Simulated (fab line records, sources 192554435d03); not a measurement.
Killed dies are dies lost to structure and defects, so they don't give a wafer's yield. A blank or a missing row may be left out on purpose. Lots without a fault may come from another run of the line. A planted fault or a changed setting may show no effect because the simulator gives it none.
Split-lot experiment | flow n5_finfet | 7 lots, 21 wafers read, on a route of 1938 steps

THE SPLIT
At N5_BEOL_M15_COAT_04 (resist thk 800 nm), the setting spin_rpm was moved away from the recipe's 1704 rpm on 8 of the 21 wafers read, by +3.3% to +9.0%. The other wafers ran this setting at the recipe's value.

The file shows no step between the split and the reading.

THE READING
coat_of_BEOL_M15_COAT_04.thk_nm (the simulator's own value, which no gauge read), in nm, at N5_BEOL_M15_ETCH_59 (etches BARC in N2/H2, target depth 89 nm, overetch 26.7 nm, time 67.9 s). The file gives no usual value for it. The 13 wafers here that ran the recipe average 718.3 nm, standard deviation 3 nm.

wafer  | tool, chamber at the split | spin_rpm as run, rpm | against the recipe | coat_of_BEOL_M15_COAT_04.thk_nm, nm | against lot-mates on the recipe
L074.2 | litho_track-05, 0          | 1704                 | recipe             | 714.4                               | -
L074.3 | litho_track-05, 0          | 1704                 | recipe             | 716.2                               | -
L074.6 | litho_track-05, 0          | 1704                 | recipe             | 714.8                               | -
L079.2 | litho_track-05, 0          | 1704                 | recipe             | 717.4                               | -
L079.4 | litho_track-05, 0          | 1704                 | recipe             | 721.8                               | -
L079.6 | litho_track-05, 0          | 1704                 | recipe             | 718.4                               | -
L084.2 | litho_track-05, 0          | 1704                 | recipe             | 722.6                               | -
L084.3 | litho_track-05, 0          | 1768                 | +3.8%              | 698.2                               | -23.9
L084.6 | litho_track-05, 0          | 1704                 | recipe             | 721.6                               | -
L089.1 | litho_track-03, 0          | 1704                 | recipe             | 719.8                               | -
L089.2 | litho_track-03, 0          | 1818                 | +6.7%              | 693.2                               | -26.6
L089.6 | litho_track-03, 0          | 1818                 | +6.7%              | 682.8                               | -37.0
L092.1 | litho_track-01, 0          | 1857                 | +9.0%              | 684.6                               | -28.2
L092.3 | litho_track-01, 0          | 1857                 | +9.0%              | 679                                 | -33.8
L092.6 | litho_track-01, 0          | 1704                 | recipe             | 712.8                               | -
L091.1 | litho_track-03, 0          | 1704                 | recipe             | 721                                 | -
L091.2 | litho_track-03, 0          | 1704                 | recipe             | 717.6                               | -
L091.5 | litho_track-03, 0          | 1704                 | recipe             | 719                                 | -
L096.2 | litho_track-05, 0          | 1760                 | +3.3%              | 703.8                               | no lot-mate on the recipe
L096.4 | litho_track-05, 0          | 1760                 | +3.3%              | 716.2                               | no lot-mate on the recipe
L096.5 | litho_track-05, 0          | 1760                 | +3.3%              | 704.6                               | no lot-mate on the recipe

THE FIT
A straight line over all 21 wafers: coat_of_BEOL_M15_COAT_04.thk_nm changes by -4.18 nm for each +1% of spin_rpm; r = -0.95; the points scatter about the line by 4.3 nm.
The same after taking each lot's own level away (the mean of its wafers on the recipe; 18 wafers): -3.97 nm for each +1%; r = -0.96; scatter 4 nm.
On that fit, the largest move of spin_rpm shifts the reading by 36 nm.
The lots' own levels span 712.80 to 722.10 nm, that is 3.1 times the standard deviation above.
So the lot-to-lot level changes the slope little: the two slopes agree.
Check: with one of the wafers moved furthest among these (+9.0%) left out of the fit, the line predicts -39.8 nm for it against its lot-mates. It came out at -28.2 nm against them.

OTHER SPLITS ON THESE WAFERS
These wafers also went through other splits before the reading. Each is held against what the fit with the lots' levels taken away leaves over:
other split on the same wafers | wafers away from the commonest value | r with coat_of_BEOL_M15_COAT_04.thk_nm (lot level and that fit taken away)
N5_BEOL_M9_EXPOSE_25 dose_mj   | 9                                    | +0.11
N5_BEOL_M10_ETCH_41 source_w   | 5                                    | +0.03
N5_BEOL_M12_ILD_DEP_00 time_s  | 10                                   | +0.04
N5_BEOL_M13_ETCH_59 time_s     | 9                                    | -0.04
N5_BEOL_M14_SPUTTER_43 power_w | 6                                    | -0.05

THE WHOLE CHAIN: every reading that the file lists as answering this split, in the file's order
step                | what it does                                                            | reading                                                                          | change (the file's fit)              | r (the file's)
N5_BEOL_M15_COAT_04 | resist thk 800 nm                                                       | coat_of_BEOL_M15_COAT_04.thk_nm (the simulator's own value, which no gauge read) | -3.82 nm for each +1% of the setting | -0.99
N5_BEOL_M15_ETCH_59 | etches BARC in N2/H2, target depth 89 nm, overetch 26.7 nm, time 67.9 s | coat_of_BEOL_M15_COAT_04.thk_nm (the simulator's own value, which no gauge read) | -4.16 nm for each +1% of the setting | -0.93

THE FILE'S OWN FIT
coat_of_BEOL_M15_COAT_04.thk_nm changes by -4.16 nm for each +1% of spin_rpm, r = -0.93.
